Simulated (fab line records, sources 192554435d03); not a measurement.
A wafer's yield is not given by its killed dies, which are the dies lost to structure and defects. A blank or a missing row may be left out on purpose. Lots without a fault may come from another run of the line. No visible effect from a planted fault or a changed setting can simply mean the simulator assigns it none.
Which tool did it? + flow n5Finfet + Sampling: 12 lots, 32 wafers, 4 of 1938 route steps

## WHAT EACH GAUGE READ, for each wafer
N5_BEOL_M5_THK_MEAS_01. Usual: M5_ILD_THK 120.6 nm, standard deviation 1.9.
| lot  | measured     | on           | M5_ILD_THK (nm)   | flag |
|------|--------------|--------------|-------------------|------|
| L613 | day 8 08:26  | filmMetro-01 | 117.6 120.0       |      |
| L614 | day 9 01:08  | filmMetro-01 | 119.7 121.3 120.1 |      |
| L616 | day 9 05:37  | filmMetro-01 | 120.1 119.9 121.4 |      |
| L619 | day 9 15:33  | filmMetro-01 | 121.3 120.1 119.9 |      |
| L621 | day 9 22:46  | filmMetro-01 | 123.1 125.4 124.9 |      |
| L622 | day 10 11:12 | filmMetro-01 | 119.2 123.5       |      |
| L620 | day 10 11:17 | filmMetro-02 | 119.1 122.0 122.6 |      |
| L625 | day 11 18:01 | filmMetro-02 | 120.5 123.3 122.4 |      |
| L627 | day 11 23:47 | filmMetro-02 | 120.3 121.7 119.6 |      |
| L628 | day 12 01:44 | filmMetro-01 | 121.3 86.6        | OFF  |
| L629 | day 12 01:47 | filmMetro-01 | 84.8 86.0         | OFF  |
| L636 | day 14 04:50 | filmMetro-02 | 116.7 119.2 120.6 |      |

## TOOL THAT RAN EACH LOT (tool first, then ch and the chambers of the sampled wafers, then the start)
| lot  | N5_BEOL_M4_ANNEAL_93        | N5_BEOL_M4_DEP_57               | N5_BEOL_M5_ILD_DEP_00           |
|------|-----------------------------|---------------------------------|---------------------------------|
| L613 | pvdSputter-01, day 8 05:26  | pecvd-04 ch 0,2, day 8 06:47    | pecvd-02 ch 0,1, day 8 07:52    |
| L614 | pvdSputter-03, day 8 22:09  | pecvd-04 ch 0,1,2, day 8 23:29  | pecvd-01 ch 0,2, day 9 00:34    |
| L616 | pvdSputter-01, day 9 02:36  | pecvd-04 ch 0,1,2, day 9 03:58  | pecvd-02 ch 0,1,2, day 9 05:03  |
| L619 | pvdSputter-01, day 9 12:30  | pecvd-01 ch 0,1, day 9 13:51    | pecvd-01 ch 0,1, day 9 14:57    |
| L621 | pvdSputter-02, day 9 19:28  | pecvd-03 ch 0,1,2, day 9 21:06  | pecvd-03 ch 0,1, day 9 22:11    |
| L622 | pvdSputter-02, day 10 07:43 | pecvd-04 ch 0,2, day 10 09:04   | pecvd-03 ch 0,2, day 10 10:08   |
| L620 | pvdSputter-01, day 10 08:11 | pecvd-04 ch 0,2, day 10 09:35   | pecvd-02 ch 0,2, day 10 10:40   |
| L625 | pvdSputter-02, day 11 15:01 | pecvd-01 ch 0,1,2, day 11 16:22 | pecvd-02 ch 0,1,2, day 11 17:27 |
| L627 | pvdSputter-02, day 11 20:46 | pecvd-03 ch 2, day 11 22:07     | pecvd-02 ch 0,1,2, day 11 23:13 |
| L628 | pvdSputter-02, day 11 22:42 | pecvd-04 ch 0,1, day 12 00:05   | pecvd-02 ch 0,2, day 12 01:11   |
| L629 | pvdSputter-03, day 11 22:43 | pecvd-01 ch 1,2, day 12 00:07   | pecvd-02 ch 0,1, day 12 01:13   |
| L636 | pvdSputter-03, day 14 01:20 | pecvd-01 ch 0,1,2, day 14 02:41 | pecvd-03 ch 0,1,2, day 14 03:47 |
- N5_BEOL_M4_ANNEAL_93: time 240 s.
- N5_BEOL_M4_DEP_57: deposits SiCN from 3MS/NH3, target thk 8 nm, time 14 s.
- N5_BEOL_M5_ILD_DEP_00: deposits SiCOH lowk from DEMS/porogen, target thk 140.64 nm, time 25.9 s.

## AS READ BY THE TOOLS THEMSELVES (means over the sampled wafers that have a number; for cases with no such wafer, the mark the record gives instead)
N5_BEOL_M4_ANNEAL_93. Usual: 840 W for heaterPowerW, sd 96.
| lot  | tool          | heaterPowerW (W) | flag |
|------|---------------|------------------|------|
| L613 | pvdSputter-01 | 833              |      |
| L614 | pvdSputter-03 | 941              |      |
| L616 | pvdSputter-01 | 711              |      |
| L619 | pvdSputter-01 | 803              |      |
| L621 | pvdSputter-02 | 827              |      |
| L622 | pvdSputter-02 | 757              |      |
| L620 | pvdSputter-01 | 796              |      |
| L625 | pvdSputter-02 | 768              |      |
| L627 | pvdSputter-02 | 819              |      |
| L628 | pvdSputter-02 | 824              |      |
| L629 | pvdSputter-03 | 962              |      |
| L636 | pvdSputter-03 | 920              |      |

N5_BEOL_M4_DEP_57. Usual: showerheadPlenumPTorr 3.662 Torr, standard deviation 0.017; throttleValvePct 8.9 %, standard deviation 0.55.
| lot  | tool     | showerheadPlenumPTorr (Torr) | throttleValvePct (%) | flag |
|------|----------|------------------------------|----------------------|------|
| L613 | pecvd-04 | 3.649                        | 9.4                  |      |
| L614 | pecvd-04 | 3.666                        | 9.3                  |      |
| L616 | pecvd-04 | 3.664                        | 9.3                  |      |
| L619 | pecvd-01 | 3.652                        | 9.0                  |      |
| L621 | pecvd-03 | 3.677                        | 8.5                  |      |
| L622 | pecvd-04 | 3.647                        | 9.4                  |      |
| L620 | pecvd-04 | 3.649                        | 9.7                  |      |
| L625 | pecvd-01 | 3.652                        | 8.7                  |      |
| L627 | pecvd-03 | 3.667                        | 8.6                  |      |
| L628 | pecvd-04 | 3.670                        | 9.6                  |      |
| L629 | pecvd-01 | 3.651                        | 8.8                  |      |
| L636 | pecvd-01 | 3.647                        | 9.0                  |      |

N5_BEOL_M5_ILD_DEP_00. Usual: heaterPowerW 289 W, standard deviation 43; showerheadPlenumPTorr 5.735 Torr, standard deviation 0.019; throttleValvePct 13.6 %, standard deviation 0.63.
| lot  | tool     | heaterPowerW (W) | showerheadPlenumPTorr (Torr) | throttleValvePct (%) | flag |
|------|----------|------------------|------------------------------|----------------------|------|
| L613 | pecvd-02 | 297              | 5.739                        | 14.1                 |      |
| L614 | pecvd-01 | 322              | 5.727                        | 13.7                 |      |
| L616 | pecvd-02 | 304              | 5.733                        | 13.8                 |      |
| L619 | pecvd-01 | 275              | 5.726                        | 14.0                 |      |
| L621 | pecvd-03 | 275              | 5.759                        | 13.3                 |      |
| L622 | pecvd-03 | 286              | 5.759                        | 13.2                 |      |
| L620 | pecvd-02 | 324              | 5.725                        | 14.3                 |      |
| L625 | pecvd-02 | 304              | 5.724                        | 13.9                 |      |
| L627 | pecvd-02 | 302              | 5.730                        | 14.0                 |      |
| L628 | pecvd-02 | 292              | 5.721                        | 13.9                 |      |
| L629 | pecvd-02 | 302              | 5.742                        | 14.2                 |      |
| L636 | pecvd-03 | 257              | 5.755                        | 13.1                 |      |

## THE ANSWER, worked out from the rows above alone
Rule: lot off if the mean of its wafers having a number is beyond 3 standard deviations from the usual mean. A lot without any number at a reading at which 4 lots or more have one is off too. The other lots that the step has rows for count as sound. Order of review: gauges by route order, followed by the tools' own readings, for which a lot's mean as printed above is used. At the first step where some lot is off, the reading lying furthest off is the one used; lots without a number count as furthest.
Off: L628, L629, seen at N5_BEOL_M5_THK_MEAS_01 (M5_ILD_THK).
A tool fits if, at a process step before that reading, it ran every lot that is off, and no sound lot after the first of them. The gauges at N5_BEOL_M5_THK_MEAS_01 are tried like those tools. This does not decide it: 2 tools fit, namely pecvd-02 at N5_BEOL_M5_ILD_DEP_00 and filmMetro-01 at N5_BEOL_M5_THK_MEAS_01.

## WHAT THE SIMULATOR HAD INSERTED
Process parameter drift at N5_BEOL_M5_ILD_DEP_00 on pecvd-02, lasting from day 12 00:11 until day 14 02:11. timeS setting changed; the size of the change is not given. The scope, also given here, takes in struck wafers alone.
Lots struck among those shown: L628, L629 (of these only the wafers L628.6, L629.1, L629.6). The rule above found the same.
